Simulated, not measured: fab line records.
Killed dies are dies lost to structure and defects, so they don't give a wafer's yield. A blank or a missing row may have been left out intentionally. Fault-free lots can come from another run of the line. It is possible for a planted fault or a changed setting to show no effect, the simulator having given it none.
Code-filled problem report in 8D (eight disciplines) form    flow n5_finfet    the parts of the form that need people (team, actions taken, sign-off) are left out

1. THE PROBLEM
Wafers without a fault read 1500.0 rpm, standard deviation 0.96; spin_speed_rpm at N5_BEOL_M5_COAT_66 reads a mean of 1625.7 rpm on 9 wafers belonging to 3 lots. So: +99 or more standard deviations from the usual mean.
The step: time 60 s, resist thk 12 nm.
First seen on wafer L484.1, day 12 00:29, on litho_track-04. Wafers with a number at this step in the record: 36, from 12 lots. The rule behind "out" and "out of limits": a value lying over 4 standard deviations away from the usual mean. Any other wafer with a number is counted as sound.

2. WHAT IT IS AND WHAT IT IS NOT
question                     is                      is not
which readings at this step  spin_speed_rpm          exhaust_pa
which lots                   L484, L485, L487        L471, L472, L473, L474, L476, L478, L481, L483, L491
which wafers of those lots   all that have a number  -
read on which tools          litho_track-04          litho_track-01, litho_track-05
when                         from day 12 00:29       up to then (21 sound wafers); but 6 sound wafers of L483, L491 came after

3. WHAT RULES OUT EACH SUSPECT
Counting: a tool stays on the suspect list if, at a process step up to the reading, it processed all lots that are out and no sound lot following the first of them.
- litho_track-04 at N5_BEOL_M5_COAT_66 (time 60 s, resist thk 12 nm): kept. Every lot that is out went through it, starting with L484 (day 12 00:29), and after that it ran no sound lot; the last sound lot it ran before then is L481 (day 11 07:07). Its own readings are out on those wafers: spin_speed_rpm.
Remaining after the count: litho_track-04 at N5_BEOL_M5_COAT_66.

4. THE CAUSE (what the simulator had put in)
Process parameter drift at N5_BEOL_M5_COAT_66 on litho_track-04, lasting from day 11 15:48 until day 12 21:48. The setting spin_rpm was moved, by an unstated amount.
This tool alone remained once counting was done.

5. THE EFFECT CHAIN, in route order
One row per reading whose mean, taken over the struck wafers that have a number, lies over 3 standard deviations from the usual. Only readings for which the record gives a usual standard deviation are gone through. hours: the time from each lot's start at the first step in this table that gives one to its start at this step, as a median over the lots. sigmas: the change in usual standard deviations.
hours  step                reading         usual       on struck wafers  change  sigmas
0      N5_BEOL_M5_COAT_66  spin_speed_rpm  1500.0 rpm  1625.7            +125.7  +99 or more
Here are the process steps it includes:
- N5_BEOL_M5_COAT_66: time 60 s, resist thk 12 nm.
Later steps that measure or inspect, where all struck wafers having a row at the step show a number for every such reading and not one has moved that far: N5_BEOL_M5_CD_MEAS_28.

6. WHAT WOULD HAVE CAUGHT IT SOONER
In this record the first reading out of limits was taken at day 12 00:29, 9 hours after the fault began at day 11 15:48.
